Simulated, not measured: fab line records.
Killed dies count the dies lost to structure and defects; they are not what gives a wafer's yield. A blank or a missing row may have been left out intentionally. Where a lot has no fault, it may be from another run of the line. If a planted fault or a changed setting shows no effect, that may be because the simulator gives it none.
Chamber matching + flow n5 finfet + N5_BEOL_M1_ETCH_63 on rie diel-02: 4 sister chambers
The step etches SiARC in CF4, target depth 15.6 nm, time 26 s. 16 wafers are shown with their chamber, then 8 later ones without.

== EACH WAFER AND ITS CHAMBER ==
| wafer  | chamber | showerhead plenum p Torr (Torr) | drypump motor current A (A) | throttle valve pct (%) |
|--------|---------|---------------------------------|-----------------------------|------------------------|
| L075.1 | 3       | 2.05                            | 5.9                         | 15.67                  |
| L075.3 | 2       | 2.13                            | 4.9                         | 15.49                  |
| L075.5 | 2       | 2.13                            | 4.9                         | 15.50                  |
| L076.1 | 1       | 2.22                            | 6.2                         | 15.65                  |
| L076.2 | 0       | 2.15                            | 5.7                         | 15.54                  |
| L076.5 | 2       | 2.13                            | 5.0                         | 15.48                  |
| L078.3 | 0       | 2.15                            | 5.8                         | 15.54                  |
| L078.5 | 2       | 2.12                            | 5.0                         | 15.49                  |
| L078.6 | 1       | 2.22                            | 6.2                         | 15.66                  |
| L079.1 | 3       | 2.04                            | 5.9                         | 15.68                  |
| L079.4 | 0       | 2.15                            | 5.7                         | 15.56                  |
| L079.6 | 3       | 2.04                            | 5.9                         | 15.68                  |
| L081.1 | 0       | 2.15                            | 5.7                         | 15.57                  |
| L081.2 | 2       | 2.12                            | 4.9                         | 15.50                  |
| L081.3 | 3       | 2.04                            | 5.9                         | 15.68                  |
| L085.1 | 2       | 2.12                            | 5.0                         | 15.52                  |

SIGNATURES (means of the wafers above)
| reading                  | chamber 0 | chamber 1 | chamber 2 | chamber 3 | scatter within a chamber |
|--------------------------|-----------|-----------|-----------|-----------|--------------------------|
| showerhead plenum p Torr | 2.1500    | 2.2200    | 2.1250    | 2.0425    | 0.00433                  |
| drypump motor current A  | 5.725     | 6.200     | 4.950     | 5.900     | 0.0433                   |
| throttle valve pct       | 15.5525   | 15.6550   | 15.4967   | 15.6775   | 0.012                    |
Rule: for a wafer and a chamber, the distance is found by dividing, reading by reading, the gap between the wafer's reading and the chamber's mean by the reading's scatter, squaring, summing and taking the root. The wafer belongs to the nearest chamber; if the next one is less than 2 further off, it can't be placed. The scatter is the square root of a quotient: the sum, over the shown wafers, of each reading's squared deviation from its chamber's mean, divided by wafers minus chambers.

== WAFERS MISSING THEIR CHAMBER ==
| wafer  | showerhead plenum p Torr (Torr) | drypump motor current A (A) | throttle valve pct (%) |
|--------|---------------------------------|-----------------------------|------------------------|
| L085.2 | 2.14                            | 5.7                         | 15.59                  |
| L085.5 | 2.22                            | 6.1                         | 15.69                  |
| L086.1 | 2.22                            | 6.2                         | 15.68                  |
| L086.3 | 2.12                            | 4.9                         | 15.52                  |
| L086.4 | 2.14                            | 5.7                         | 15.59                  |
| L096.2 | 2.11                            | 5.0                         | 15.55                  |
| L096.4 | 2.14                            | 5.7                         | 15.62                  |
| L096.6 | 2.03                            | 5.9                         | 15.75                  |

== WHICH CHAMBER EACH ONE RAN IN ==
| wafer  | from the rows above | in truth |
|--------|---------------------|----------|
| L085.2 | 0                   | 0        |
| L085.5 | 1                   | 1        |
| L086.1 | 1                   | 1        |
| L086.3 | 2                   | 2        |
| L086.4 | 0                   | 0        |
| L096.2 | 2                   | 2        |
| L096.4 | 0                   | 0        |
| L096.6 | 3                   | 3        |
8 of 8 placed correctly. From these rows, 0 cannot be placed. Placed wrongly: 0.
